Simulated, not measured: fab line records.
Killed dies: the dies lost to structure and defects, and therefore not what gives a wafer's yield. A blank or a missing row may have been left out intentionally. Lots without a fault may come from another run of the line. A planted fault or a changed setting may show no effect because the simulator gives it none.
Comparing a struck lot with a sound one ; flow n5Finfet ; 35 steps out of a route of 1938
Sound: the wafers L707.3, L707.4, L707.6. Struck: wafers L704.5, L704.6. (L704.1 of the same lot was not struck and is left out.) The cause comes at the end.
Order at every step that has rows: each side's tool, ch and its chambers, its first start. Under that, the readings that differ: sound wafers ; struck wafers ; difference of the means ; sigmas: that difference in standard deviations of wafers without a fault.
alike: readings with means less than 2 such deviations apart, plus words and numbers identical on both sides. not compared: withheld readings, readings lacking a value on some wafer, bounds such as >300 that could conceal the same value, and numbers that have no deviation in the record and whose values overlap.
The two part at a step that has a row with sigmas, a row that says differs or no value, or rows on one side only. Non-overlapping numbers with no deviation appear without sigmas and do not part them. A reading missing from all wafers of one side parts the sides only when that side holds two or more wafers.

first, 8 steps without rows for these wafers: N5_BEOL_M6_ECD_50 (material Cu, target thk 300 nm); N5_BEOL_M6_ANNEAL_51 (time 90 s); N5_BEOL_M6_CMP_52 (polishes, stops on SiCOH lowk, t overpolish 6.9 s, target thk 80 nm); N5_BEOL_M6_PRE_CLEAN_55 (time 15 s); N5_BEOL_M6_DEP_56 (deposits SiCN from 3MS/NH3, target thk 10 nm, time 17.5 s); N5_BEOL_M7_ILD_DEP_00 (deposits SiCOH lowk from DEMS/porogen, target thk 179.75 nm, time 33.4 s); N5_BEOL_M7_CURE_74 (cures SiCOH lowk, time 240 s); N5_BEOL_M7_PECVD_70 (deposits SiO2 from TEOS/O2, target thk 20 nm, time 22.7 s).
N5_BEOL_M7_HM_DEP_02: deposits TiN, target thk 20 nm.
  struck on pvdSputter-01, day 14 07:41; sound on pvdSputter-03, day 15 11:10
reading;sound;struck;difference;sigmas
model.TiN_of_BEOL_M7_HM_DEP_02.thkNm (nm);20 19.8 19.8;15.4 15.6;-4.4;
  alike: chamberPressurePa, throttleValvePct
then, 13 steps without rows for these wafers: N5_BEOL_M7_COAT_59 (time 60 s, resist thk 100 nm); N5_BEOL_M7_COAT_60 (time 60 s, resist thk 35 nm); N5_BEOL_M7_COAT_05 (resist thk 90 nm); N5_BEOL_M7_EBR_07; N5_BEOL_M7_SOFTBAKE_06 (time 60 s); N5_BEOL_M7_EXPOSE_08 (exposes mask M7); N5_BEOL_M7_PEB_09 (peb time 60 s); N5_BEOL_M7_DEVELOP_10 (develop time 30 s); N5_BEOL_M7_DESCUM_16 (chemistry O2, time 7.9 s); N5_BEOL_M7_ETCH_61 (etches SiARC in CF4, target depth 45.5 nm, time 75.8 s); N5_BEOL_M7_ETCH_62 (etches SOC in N2/H2, target depth 110 nm, overetch 22 nm, time 165 s); N5_BEOL_M7_STRIP_68 (strips in N2/H2); N5_BEOL_M7_STRIP_67 (strips in CF4).
N5_BEOL_M7_HM_OPEN_17: chemistry Cl2/BCl3, target TiN, target depth 20 nm, overetch 6 nm.
  sound on rieMetal-02 ch 0,1, day 15 12:16; struck on rieMetal-02 ch 0,1, day 14 08:34
reading;sound;struck;difference;sigmas
model.etch.depthNm (nm);19.98 19.79 19.71;15.31 15.54;-4.40;
  alike: drypumpMotorCurrentA, oes_ar_750_au, oesProductAu, throttleValvePct
  not compared: rfHoursCounterH
then, 10 steps without rows for these wafers: N5_BEOL_M7_STRIP_19 (strips in O2); N5_BEOL_M7_COAT_63 (time 60 s, resist thk 60 nm); N5_BEOL_M7_COAT_64 (time 60 s, resist thk 12 nm); N5_BEOL_M7_COAT_71 (time 60 s, resist thk 5 nm); N5_BEOL_M7_COAT_22 (resist thk 30 nm); N5_BEOL_M7_EBR_24; N5_BEOL_M7_SOFTBAKE_23 (time 60 s); N5_BEOL_M7_EXPOSE_25 (exposes mask V6, target cd 40 nm); N5_BEOL_M7_PEB_26 (peb time 60 s); N5_BEOL_M7_DEVELOP_27 (develop time 30 s).
N5_BEOL_M7_TRENCH_ETCH_37: etches SiCOH lowk in C4F6/O2, target depth 93.478 nm, time 31.2 s.
  sound on rieDiel-03 ch 1,2,3; struck on rieDiel-03 ch 0,3
reading;sound;struck;difference;sigmas
model.TiN_of_BEOL_M7_HM_DEP_02.thkNm (nm);17.2 17.2 17;12.6 12.8;-4.4;
  alike: drypumpMotorCurrentA, oes_ar_750_au, oes_f_703_au, oesProductAu, rfVppV, showerheadPlenumPTorr, throttleValvePct
  not compared: rfHoursCounterH
-- the record jumps here: 4 days lie between the struck wafers' starts before and after (it left off in module BEOL_M7 and takes up again in module PASSIVATION, whose first step shown is number 1936 of the route) --
N5_PASSIVATION_PROBE_49:
  struck on prober-02, day 18 04:17; sound on prober-01, day 18 21:04
  alike: defectLimitedYield, killed_at_M0_to_M3, killed_at_M4_up, killedAtContacts, killedAtFrontEnd, killedAtOther, killedDies, killedOnRim, killedOpen, killedShort, sort_bin_5_function, sort_bin_6_memory, sort_bin_8_speed, sortNPass, sortYieldPct

## WHERE THEY PART
Nowhere in this record.

WHY: whatever the simulator had introduced
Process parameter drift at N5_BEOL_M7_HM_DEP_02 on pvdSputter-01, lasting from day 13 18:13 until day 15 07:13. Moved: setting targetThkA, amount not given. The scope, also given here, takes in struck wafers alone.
